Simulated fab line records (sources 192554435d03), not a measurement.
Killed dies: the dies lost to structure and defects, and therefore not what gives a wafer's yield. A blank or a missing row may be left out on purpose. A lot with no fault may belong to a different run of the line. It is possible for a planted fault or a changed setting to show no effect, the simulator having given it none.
Matching of chambers	flow n5 finfet	N5_BEOL_M4_CVD_47 on cvd co-01: 3 sister chambers
The step deposits Co from CCTBA/H2, target thk 3 nm, time 223.8 s. 6 wafers are shown with their chamber, then 7 later ones without.

## WAFERS, EACH WITH ITS CHAMBER
wafer	chamber	run length s (s)
L620.4	2	246.0
L620.6	1	247.0
L622.2	2	246.6
L624.5	1	247.0
L625.4	0	246.5
L636.2	0	246.7

## WAFERS WITHOUT THEIR CHAMBER
wafer	run length s (s)
L636.3	246.6
L637.2	247.3
L637.4	247.6
L637.5	246.2
L638.1	247.0
L638.4	246.6
L638.6	247.3

## WHICH CHAMBER EACH ONE RAN IN
wafer	from the rows above	in truth
L636.3	can't be placed: 0 or 2 or 1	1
L637.2	can't be placed: 1 or 0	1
L637.4	can't be placed: 1 or 0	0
L637.5	can't be placed: 2 or 0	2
L638.1	can't be placed: 1 or 0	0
L638.4	can't be placed: 0 or 2 or 1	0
L638.6	can't be placed: 1 or 0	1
Correct placement for 0 of the 7. From these rows, 7 cannot be placed; in 7 the true chamber is one of the candidates. 0 placed wrongly.
How it was worked out, from the rows above alone: a wafer's distance from a chamber is the root of the sum, over the readings, of the square of ((its reading less the chamber's mean) divided by the reading's scatter). The wafer belongs to the nearest chamber; if the next one is less than 2 further off, it can't be placed. The mean given for a chamber averages the wafers shown for that chamber. The scatter is the square root of a quotient: the sum, over the shown wafers, of each reading's squared deviation from its chamber's mean, divided by wafers minus chambers.
